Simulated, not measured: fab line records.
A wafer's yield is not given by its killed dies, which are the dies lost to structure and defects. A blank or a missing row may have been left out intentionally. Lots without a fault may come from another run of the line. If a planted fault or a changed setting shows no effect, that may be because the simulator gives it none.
One fault through the eyes of 2 desks -- flow n5Finfet -- every desk sees just its own numbers, and what lay behind them comes last

## THE METROLOGY DESK
Lot by lot, what the gauges showed, no matter which tool ran the lot: averages of those sampled wafers that carry a number. A lot is out of limits, marked OUT, if its mean lies more than 4 standard deviations from the usual mean; the brackets give that distance. 7 of its 11 readings are shown, namely those furthest out on some lot.
Columns: A = DIBL_N at N5_BEOL_M4_RC_MEAS_101, usual 36.0 mV/V; B = DIBL_P at N5_BEOL_M4_RC_MEAS_101, usual 36.2 mV/V; C = IOFF_P at N5_BEOL_M4_RC_MEAS_101, usual 0.21 nA/um; D = ION_N at N5_BEOL_M4_RC_MEAS_101, usual 675 uA/um; E = ION_P at N5_BEOL_M4_RC_MEAS_101, usual 463 uA/um; F = SS_P at N5_BEOL_M4_RC_MEAS_101, usual 73.3 mV/dec; G = VT_P at N5_BEOL_M4_RC_MEAS_101, usual -251 mV
lot,first seen here,A,B,C,D,E,F,G
L182,day 6 01:29,35.5,35.5,0.18,673,459,72.6,-252
L183,day 6 15:16,33.3,31.9,0.14,656,450,72.5,-257
L184,day 6 19:29,34.6,35.7,0.17,672,455,73.0,-255
L186,day 7 03:26,37.2,36.2,0.18,674,455,73.7,-254
L188,day 7 19:01,36.2,37.3,0.22,687,463,73.7,-252
L193,day 8 21:35,36.5,36.4,0.25,683,467,73.5,-246
L197,day 9 21:05,36.3,36.7,0.25,679,468,73.5,-248
L198,day 10 04:54,38.4,38.6,0.24,680,467,74.3,-247
L199,day 10 09:04,36.5,35.7,0.19,676,460,73.1,-253
L200,day 10 15:47,37.0,37.0,0.24,685,467,73.1,-248
This desk's finding: nothing out of limits on any of the 10 lots.

## THE TOOL OWNER'S DESK: lithoTrack-04
The tool's own readings at N5_MOL_CONTACT_COAG_COAT_34 (resist thk 40 nm): means of the sampled wafers that have a number, for each lot that ran on this tool. A lot is out of limits, marked OUT, if its mean lies more than 4 standard deviations from the usual mean; the brackets give that distance.
Columns: A = chillPlateTempC at N5_MOL_CONTACT_COAG_COAT_34, usual 23.02 C; B = dispensePressureKPa at N5_MOL_CONTACT_COAG_COAT_34, usual 52.7 kPa; C = spinSpeedRpm at N5_MOL_CONTACT_COAG_COAT_34, usual 1500.1 rpm
lot,first seen here,A,B,C
L183,day 6 16:31,23.00,50.7,1501.5
L188,day 7 20:16,22.90,50.8,1500.3
L197,day 9 22:03,22.89,50.8,1587.5 (+87) OUT
L199,day 10 10:02,23.08,50.7,1587.1 (+87) OUT
L200,day 10 16:45,22.96,50.7,1587.4 (+87) OUT
Finding of this desk: L197, L199, L200 out of limits; the first was L197 at day 9 22:03, on spinSpeedRpm at N5_MOL_CONTACT_COAG_COAT_34. Within limits: L183, L188.

## ALL TOGETHER
An alarm could have come from the tool owner's desk at day 9 22:03, on L197, L199, L200.
At the metrology desk, nothing out of limits was observed.
The metrology desk has L197, L199, L200 on record, within its limits.
Of the lots named, all ran N5_MOL_CONTACT_COAG_COAT_34 on lithoTrack-04.

## WHAT HAD BEEN PUT IN BY THE SIMULATOR
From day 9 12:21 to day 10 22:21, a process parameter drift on lithoTrack-04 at N5_MOL_CONTACT_COAG_COAT_34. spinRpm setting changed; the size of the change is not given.
Shown lots that were struck: L197, L199, L200.
Time in hours from fault onset to the first out-of-limits reading at each desk: the tool owner's desk, 10.
